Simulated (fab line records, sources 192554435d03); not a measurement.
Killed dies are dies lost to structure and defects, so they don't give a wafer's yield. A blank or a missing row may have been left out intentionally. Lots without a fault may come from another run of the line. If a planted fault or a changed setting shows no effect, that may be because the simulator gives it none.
Matching of chambers -- flow n5_finfet -- N5_MOL_CONTACT_COAG_ETCH_124 on rie_diel-01 has 4 sister chambers
The step etches SiNx in CH3F/O2, stops on SiOC, target depth 6.5 nm. 4 wafers are shown with their chamber, then 10 later ones without.

== EACH WAFER AND ITS CHAMBER ==
wafer,chamber,showerhead_plenum_p_Torr (Torr)
L082.2,2,1.92
L085.3,1,2.07
L088.1,0,2.00
L088.2,3,2.13

== WAFERS MISSING THEIR CHAMBER ==
wafer,showerhead_plenum_p_Torr (Torr)
L088.5,2.00
L090.1,2.00
L090.3,2.06
L090.5,2.06
L094.2,2.06
L094.5,1.91
L094.6,2.06
L096.1,1.99
L096.2,1.90
L096.3,2.13

== WHICH CHAMBER EACH WENT THROUGH ==
wafer,from the rows above,in truth
L088.5,0,0
L090.1,0,0
L090.3,1,1
L090.5,1,1
L094.2,1,1
L094.5,2,2
L094.6,1,1
L096.1,0,0
L096.2,2,2
L096.3,3,3
Correctly placed: 10 of 10. Left unplaced by these rows: 0. Placed wrongly: 0.
How it was worked out, from the rows above alone: a wafer's distance from a chamber is the root of the sum, over the readings, of the square of ((its reading less the chamber's mean) divided by the reading's scatter). If the next closest chamber is less than 2 further off than the closest, the wafer can't be placed; otherwise it belongs to the closest. The mean given for a chamber averages the wafers shown for that chamber. The scatter: with one shown wafer a chamber, the root of the mean of the squares of how far each hidden wafer lies from its nearest shown one.
